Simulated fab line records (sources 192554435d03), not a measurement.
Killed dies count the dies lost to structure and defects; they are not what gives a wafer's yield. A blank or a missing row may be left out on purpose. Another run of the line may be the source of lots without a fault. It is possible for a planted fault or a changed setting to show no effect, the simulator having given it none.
Split-lot study + flow n5_finfet + 39 wafers read from 7 lots, route of 1938 steps

THE SPLIT
At N5_BEOL_M9_ILD_DEP_00 (deposits SiCOH lowk from DEMS/porogen, target thk 308.51 nm, time 58 s), the setting time_s was moved away from the recipe's 58 s on 15 of the 39 wafers read, by -36.7% to +47.1%. The other wafers ran this setting at the recipe's value.

FROM SPLIT TO READING: 1 step shown by the file between the two
- N5_BEOL_M9_CURE_71: cures SiCOH lowk, time 240 s

THE READING
M9_ILD_THK in nanometres, read at N5_BEOL_M9_THK_MEAS_01. On this fab line, fault-free wafers typically give 268 nm with a standard deviation of 3.2 nm.

| wafer  | tool, chamber at the split | time_s as run, s | against the recipe | M9_ILD_THK, nm | against lot-mates on the recipe |
|--------|----------------------------|------------------|--------------------|----------------|---------------------------------|
| L082.1 | pecvd-03, 0                | 58               | recipe             | 267            | -                               |
| L082.2 | pecvd-03, 1                | 70.85            | +22.2%             | 329            | +57                             |
| L082.3 | pecvd-03, 2                | 70.85            | +22.2%             | 328            | +56                             |
| L082.4 | pecvd-03, 0                | 58               | recipe             | 272            | -                               |
| L082.5 | pecvd-03, 2                | 70.85            | +22.2%             | 334            | +62                             |
| L082.6 | pecvd-03, 1                | 58               | recipe             | 276            | -                               |
| L087.1 | pecvd-02, 0                | 58               | recipe             | 264            | -                               |
| L087.2 | pecvd-02, 2                | 85.34            | +47.1%             | 391            | +125                            |
| L087.3 | pecvd-02, 1                | 85.34            | +47.1%             | 391            | +125                            |
| L087.4 | pecvd-02, 1                | 85.34            | +47.1%             | 396            | +130                            |
| L087.5 | pecvd-02, 2                | 58               | recipe             | 266            | -                               |
| L087.6 | pecvd-02, 0                | 58               | recipe             | 267            | -                               |
| L088.1 | pecvd-02, 0                | 58               | recipe             | 264            | -                               |
| L088.3 | pecvd-02, 1                | 58               | recipe             | 265            | -                               |
| L088.6 | pecvd-02, 1                | 58               | recipe             | 268            | -                               |
| L091.1 | pecvd-03, 1                | 79.52            | +37.1%             | 367            | +98                             |
| L091.2 | pecvd-03, 0                | 58               | recipe             | 265            | -                               |
| L091.3 | pecvd-03, 1,0              | 79.52            | +37.1%             | 371            | +102                            |
| L091.4 | pecvd-03, 1,0              | 79.52            | +37.1%             | 371            | +102                            |
| L091.5 | pecvd-03, 1                | 58               | recipe             | 274            | -                               |
| L091.6 | pecvd-03, 0                | 58               | recipe             | 268            | -                               |
| L094.1 | pecvd-02, 2                | 36.71            | -36.7%             | 170            | -100                            |
| L094.2 | pecvd-02, 1                | 36.71            | -36.7%             | 167            | -103                            |
| L094.3 | pecvd-02, 0                | 58               | recipe             | 267            | -                               |
| L094.4 | pecvd-02, 0                | 36.71            | -36.7%             | 172            | -98                             |
| L094.5 | pecvd-02, 1                | 58               | recipe             | 272            | -                               |
| L094.6 | pecvd-02, 2                | 58               | recipe             | 272            | -                               |
| L096.1 | pecvd-01, 1                | 79.85            | +37.7%             | 366            | +95                             |
| L096.2 | pecvd-01, 0                | 79.85            | +37.7%             | 367            | +96                             |
| L096.3 | pecvd-01, 2                | 58               | recipe             | 271            | -                               |
| L096.4 | pecvd-01, 0                | 58               | recipe             | 272            | -                               |
| L096.5 | pecvd-01, 2                | 79.85            | +37.7%             | 373            | +102                            |
| L096.6 | pecvd-01, 1                | 58               | recipe             | 271            | -                               |
| L093.1 | pecvd-02, 2                | 58               | recipe             | 266            | -                               |
| L093.2 | pecvd-02, 1                | 58               | recipe             | 267            | -                               |
| L093.3 | pecvd-02, 0                | 58               | recipe             | 266            | -                               |
| L093.4 | pecvd-02, 0                | 58               | recipe             | 269            | -                               |
| L093.5 | pecvd-02, 1                | 58               | recipe             | 270            | -                               |
| L093.6 | pecvd-02, 2                | 58               | recipe             | 271            | -                               |
If several chambers appear in one row, that row covers several wafers at once and the file leaves open which wafer was in which chamber.

FIT RESULTS
A straight line over all 39 wafers: M9_ILD_THK changes by +2.68 nm for each +1% of time_s; r = +1.00; the points scatter about the line by 3.2 nm.
The same after taking each lot's own level away (the mean of its wafers on the recipe; 39 wafers): +2.69 nm for each +1%; r = +1.00; scatter 2.8 nm.
On that fit, the largest move of time_s shifts the reading by 1.3e+02 nm.
Measured against the standard deviation above, the lots' own levels, which go from 265.7 to 271.7 nm, span 1.9 times it.
Consequently the slope shifts little with the lot-to-lot level, the two slopes agreeing.
Check: +126 nm against its lot-mates is what the line predicts for one of the wafers moved furthest among these (+47.1%) when that wafer is left out of the fit. It came out at +125 nm against them.

THESE WAFERS: OTHER SPLITS
Before the reading, these wafers also passed through other splits. Each is held against what the fit with the lots' levels taken away leaves over:
| other split on the same wafers | wafers away from the commonest value | r with M9_ILD_THK (lot level and that fit taken away) |
|--------------------------------|--------------------------------------|-------------------------------------------------------|
| N5_BEOL_M6_ETCH_62 time_s      | 15                                   | -0.01                                                 |

THE WHOLE CHAIN: every reading that the file lists as answering this split, in the file's order
| step                   | what it does                                                           | reading                                                                                  | change (the file's fit)              | r (the file's) |
|------------------------|------------------------------------------------------------------------|------------------------------------------------------------------------------------------|--------------------------------------|----------------|
| N5_BEOL_M9_ILD_DEP_00  | deposits SiCOH lowk from DEMS/porogen, target thk 308.51 nm, time 58 s | SiCOH_lowk_of_BEOL_M9_ILD_DEP_00.thk_nm (the simulator's own value, which no gauge read) | +3.02 nm for each +1% of the setting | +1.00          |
| N5_BEOL_M9_CURE_71     | cures SiCOH lowk, time 240 s                                           | SiCOH_lowk_of_BEOL_M9_ILD_DEP_00.thk_nm (the simulator's own value, which no gauge read) | +2.68 nm for each +1% of the setting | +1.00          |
| N5_BEOL_M9_THK_MEAS_01 |                                                                        | M9_ILD_THK                                                                               | +2.68 for each +1% of the setting    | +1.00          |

FILE'S OWN FIT
M9_ILD_THK changes by +2.68 nm for each +1% of time_s, r = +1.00.
